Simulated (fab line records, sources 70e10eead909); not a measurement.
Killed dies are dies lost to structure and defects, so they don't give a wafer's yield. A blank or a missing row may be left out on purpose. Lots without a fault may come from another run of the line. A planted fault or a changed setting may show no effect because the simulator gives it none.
fab line records | flow nand_harc
record lots=6 wafers=18 last_day=24
route steps=1159 shown A_STAIRCASE@599
lots that met no fault: from a run of the same line without faults
start_h: hours from the record's first day to the start of the lot's first wafer shown | wait_h: hours since the lot's step before | " the same as in the row above | L1.1+2: a row that stands for several wafers | - no value, or no start given | * or withheld: withheld | < > ~ a bound
route shown NAME@n: a module of which the file shows steps, and the number in the route of the first | usual: mean/standard deviation of fault-free wafers | same: alike in all rows | chamber/n: place in a boat | sites: the reading at each site | _std_site: their standard deviation | _edge_site: outer sites' mean less inner sites' | radius_mm: how far each site lies from the wafer's centre | mask NAME#n: copy n | behind: the tool/chamber that last shaped the wafer | hold: why the lot was held/for how many hours/how that ended | device: the transistor (n, p or np) that didn't switch | end of line: the same wafers' tests at the end of the route | a step without rows: its recipe alone | killed: dies lost to structure and defects at the first sort, not the wafer's yield | map: a wafer's dies, x killed, . not, _ none there
set.NAME: the setting as run; set.NAME@STEP: as run at that earlier step | model.NAME: the simulator's own value behind a step, which no gauge read
lots at some steps of the route; a table a step, a row a wafer
services: from which hour (start_h, from the record's first day; less than 0 if before it) a tool's chamber was out of use, for how many hours, and why
## steps
# step NHARC_A_STAIRCASE_STRIP_205
# recipe power_w=1500 temp_c=250 chemistry=O2
# usual drypump_motor_current_A=6.2/0.43 heater_power_w=330/21
# columns lot.wafer tool chamber start_h wait_h drypump_motor_current_A heater_power_w rf_hours_counter_h
L274.1 plasma_asher-02 0 250.69 0.3 5.9 349 18
L274.4 " 0 " " 5.9 351 -
L274.6 " 0 " " 5.9 351 -
L282.4 plasma_asher-01 0 294.79 0.2 6.6 344 -
L282.3 " 1 " " 6.6 344 -
L282.6 " 1 " " 6.6 342 -
L280.2 plasma_asher-02 1 295.04 0.1 5.6 304 34
L280.3 " 1 " " 5.6 292 -
L280.5 " 0 " " 5.8 359 -
L285.2 plasma_asher-02 0 330.32 0.1 5.9 350 44
L285.1 " 1 " " 5.6 307 44
L285.4 " 1 " " 5.6 293 -
L293.1 plasma_asher-02 1 360.81 0.1 5.6 287 54
L293.3 " 1 " " 5.6 298 -
L293.5 " 1 " " 5.6 298 -
L296.3 plasma_asher-02 0 370.47 0.9 5.9 358 -
L296.4 " 1 " " 5.6 287 -
L296.6 " 1 " " 5.6 294 -
# step NHARC_A_STAIRCASE_STRIP_206
# recipe time_s=900 temp_c=130 chemistry=SPM
# step NHARC_A_STAIRCASE_PRECLEAN_207
# recipe time_s=* temp_c=50 bath_age_min=0 chemistry=SC1
# step NHARC_A_STAIRCASE_SRD_208
# step NHARC_A_STAIRCASE_DEHYDRATE_209
# recipe temp_c=150 time_s=120
# step NHARC_A_STAIRCASE_HMDS_210
# recipe time_s=30
# step NHARC_A_STAIRCASE_COAT_211
# recipe spin_rpm=1200
# step NHARC_A_STAIRCASE_SOFTBAKE_212
# recipe temp_c=135 time_s=170
# step NHARC_A_STAIRCASE_EBR_213
# step NHARC_A_STAIRCASE_EXPOSE_214
# recipe na=0.5 dose_mj=31.26 mask_id=STAIR_3
# step NHARC_A_STAIRCASE_PEB_215
# recipe peb_temp_c=115 peb_time_s=130
# step NHARC_A_STAIRCASE_DEVELOP_216
# recipe time_s=140
# usual chill_plate_temp_C=23.00/0.11 exhaust_pa=44.9/0.94
# columns lot.wafer tool chamber start_h wait_h chill_plate_temp_C exhaust_pa
L274.1 litho_track-02 0 251 - 22.89 45.8
L274.4 " 0 " " 23.11 46.6
L274.6 " 0 " " 22.90 45.6
L282.3 litho_track-02 - 295 - - -
L282.4 " - " " - -
L282.6 " - " " - -
L280.2 litho_track-07 - 296 - - -
L280.3 " - " " - -
L280.5 " - " " - -
L285.1 litho_track-02 0 331 - 23.14 44.6
L285.2 " 0 " " 23.01 45.0
L285.4 " 0 " " 23.08 45.2
L293.1 litho_track-07 0 362 - 23.18 44.9
L293.3 " 0 " " 22.99 44.0
L293.5 " 0 " " 22.88 45.5
L296.3 litho_track-02 0 371 - 23.26 44.7
L296.4 " 0 " " 23.26 44.6
L296.6 " 0 " " 23.16 46.6
## services
# columns tool chamber start_h hours kind
plasma_asher-02 - 253.11 1.6 repair
plasma_asher-02 - 264.87 6.9 repair
plasma_asher-01 - 276.77 9.0 pm
plasma_asher-01 0 276.77 9.0 vent_cycle
plasma_asher-01 1 276.77 9.0 vent_cycle
plasma_asher-01 0 285.77 - clean
plasma_asher-01 1 285.77 - clean
litho_track-02 - 340.00 7.0 pm
plasma_asher-02 - 361.09 9.0 pm
plasma_asher-02 0 361.09 9.0 vent_cycle
plasma_asher-02 1 361.09 9.0 vent_cycle
litho_track-07 - 364.01 7.0 pm
plasma_asher-02 0 370.09 - clean
plasma_asher-02 1 370.09 - clean
## key
first_sign step=NHARC_A_STAIRCASE_DEVELOP_216 reading=tool_record direction=missing
effect none on later readings
met_at NHARC_A_STAIRCASE_DEVELOP_216
struck_wafers L280.2,L280.3,L280.5,L282.3,L282.4,L282.6
later_rows_left_out L280.2,L280.3,L280.5,L282.3,L282.4,L282.6
sort_left_out L280.2,L280.3,L280.5,L282.3,L282.4,L282.6
tester_left_out L280,L282
onset_between 251 295
fault kind=skipped_step_whole tool=litho_track-02,litho_track-07 chamber=- onset_h=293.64 steps=NHARC_A_STAIRCASE_DEVELOP_216 scope=struck_lots_only
# tester_left_out: of these lots the tester's yield and bins aren't shown, on N5 and GAA mostly nor the transistor test; their killed dies are dies lost to structure and defects alone, not to doping, threshold or leakage, so they don't give the yield
# sort_left_out: the simulated sort isn't trusted on such a fault, so these wafers' sort isn't shown, and their yield isn't known
# later_rows_left_out: the simulator's readings of these wafers behind a module that went badly wrong aren't trusted and aren't shown, but for the sort
